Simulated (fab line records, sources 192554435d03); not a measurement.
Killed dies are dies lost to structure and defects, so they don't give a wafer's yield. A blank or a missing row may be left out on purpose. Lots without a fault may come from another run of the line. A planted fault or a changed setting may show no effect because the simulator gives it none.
Problem report in the 8D (eight disciplines) form, filled by code | flow n5_finfet | the parts of the form that need people (team, actions taken, sign-off) are left out

1. THE PROBLEM
time_to_endpoint_s at N5_BEOL_M2_CMP_52 reads a mean of 31.9 s on 2 wafers of 2 lots; wafers without a fault read 62.7 s with a standard deviation of 2.6. That is -12 standard deviations from the usual mean.
The step: polishes, stops on SiOC, t overpolish 6.8 s, target thk 40 nm.
First seen on wafer L901.5, day 9 05:10, on cmp-02. The record holds 29 wafers of 10 lots with a number at this step. Rule for "out", or "out of limits": more than 4 standard deviations from the usual mean. The other wafers with a number count as sound.

2. WHAT IT IS AND WHAT IT IS NOT
question                    | is                 | is not
which readings at this step | time_to_endpoint_s | motor_current_A, platen_rpm, slurry_filter_dp_kPa
which lots                  | L899, L901         | L893, L894, L895, L898, L900, L911, L912, L916
which wafers of those lots  | L899.5, L901.5     | L899.1, L899.6, L901.1, L901.4
read on which tools         | cmp-01, cmp-02     | cmp-04
when                        | from day 9 05:10   | up to then (17 sound wafers); but 10 sound wafers of L899, L911, L912, L916 came after

3. SUSPECTS, AND WHAT RULES EACH OUT
Counting: a tool at a process step up to the reading stays a suspect if it ran every lot that is out. Sound lots after the first of them don't rule it out here, since some wafers of a struck lot are sound.
- ecd_cu-02 at N5_BEOL_M2_ECD_50 (material Cu, target thk 300 nm): kept. It ran every lot that is out, first L901 (day 9 04:45); its last sound lot up to then is L900 (day 9 02:22).
Left after counting: ecd_cu-02 at N5_BEOL_M2_ECD_50.

4. THE CAUSE (what the simulator had put in)
Process parameter drift: ecd_cu-02, from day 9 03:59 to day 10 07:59, at N5_BEOL_M2_ECD_50. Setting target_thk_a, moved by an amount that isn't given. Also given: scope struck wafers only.
Counting left only this tool.

5. THE CHAIN OF EFFECTS, in route order
Each row: a reading whose mean over the struck wafers that have a number lies more than 3 standard deviations from the usual. Only readings for which the record gives a usual standard deviation are gone through. hours: the time from each lot's start at the first step in this table that gives one to its start at this step, as a median over the lots. sigmas: the change in usual standard deviations.
hours | step              | reading            | usual  | on struck wafers | change | sigmas
0     | N5_BEOL_M2_CMP_52 | time_to_endpoint_s | 62.7 s | 31.9             | -30.8  | -12
The process steps in it:
- N5_BEOL_M2_CMP_52: polishes, stops on SiOC, t overpolish 6.8 s, target thk 40 nm.
Later measuring or inspecting steps at which every struck wafer that the step has a row for has a number for every such reading, and none has moved that far: N5_BEOL_M2_INSPECT_59, N5_BEOL_M4_RC_MEAS_101.

6. WHAT WOULD HAVE CAUGHT IT SOONER
In this record the first reading out of limits was taken at day 9 05:10, 1 hour after the fault began at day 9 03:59.
Of the lots that are out (2), L899 began N5_BEOL_M2_ECD_50 on ecd_cu-02 after day 9 05:10. A hold on the tool at that time would have spared it.
